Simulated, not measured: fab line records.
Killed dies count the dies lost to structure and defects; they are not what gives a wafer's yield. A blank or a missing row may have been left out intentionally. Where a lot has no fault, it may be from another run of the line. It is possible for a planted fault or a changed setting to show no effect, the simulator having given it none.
Chamber matching ; flow n5-finfet ; rie-diel-05 running N5_MOL_CONTACT_COAG_ETCH_15: 4 sister chambers
The step etches SiNx in CH3F/O2, stops on Si:P, target depth 7 nm. 14 wafers are shown with their chamber, then 7 later ones without.

WAFERS, EACH WITH ITS CHAMBER
wafer;chamber;drypump-motor-current-A (A);showerhead-plenum-p-Torr (Torr);oes_ar_750_au (a.u.)
L075.1;3;5.7;1.98;0.73
L075.2;1;5.6;1.91;0.72
L075.6;3;5.7;1.98;0.73
L079.3;3;5.6;1.98;0.72
L079.4;1;5.6;1.90;0.71
L079.6;0;6.6;2.10;0.82
L080.1;0;6.6;2.10;0.82
L080.4;2;5.1;2.15;0.98
L080.5;2;5.1;2.15;0.97
L081.1;1;5.6;1.90;0.71
L081.3;0;6.6;2.10;0.82
L081.5;0;6.6;2.10;0.82
L083.2;2;5.1;2.14;0.95
L083.3;0;6.6;2.10;0.81

SIGNATURES, as means of the wafers listed above
reading;chamber 0;chamber 1;chamber 2;chamber 3;scatter within a chamber
drypump-motor-current-A;6.600;5.600;5.100;5.667;0.0258
showerhead-plenum-p-Torr;2.1000;1.9033;2.1467;1.9800;0.00365
oes_ar_750_au;0.8180;0.7133;0.9667;0.7267;0.00825
Rule: for a wafer and a chamber, the distance is found by dividing, reading by reading, the gap between the wafer's reading and the chamber's mean by the reading's scatter, squaring, summing and taking the root. If the next closest chamber is less than 2 further off than the closest, the wafer can't be placed; otherwise it belongs to the closest. How the scatter is found: for the shown wafers, subtract from each reading the mean of its chamber, square and add these, divide the total by (wafers less chambers), then take the root.

WAFERS WITH NO CHAMBER GIVEN
wafer;drypump-motor-current-A (A);showerhead-plenum-p-Torr (Torr);oes_ar_750_au (a.u.)
L083.5;6.6;2.10;0.81
L086.1;5.6;1.90;0.70
L086.4;5.1;2.14;0.94
L086.5;6.6;2.10;0.81
L094.1;5.1;2.14;0.90
L094.2;6.6;2.09;0.79
L094.6;5.1;2.14;0.91

WHICH CHAMBER EACH ONE RAN IN
wafer;from the rows above;in truth
L083.5;0;0
L086.1;1;1
L086.4;2;2
L086.5;0;0
L094.1;2;2
L094.2;0;0
L094.6;2;2
Placed correctly: 7 of 7. Number that these rows cannot place: 0. 0 placed wrongly.
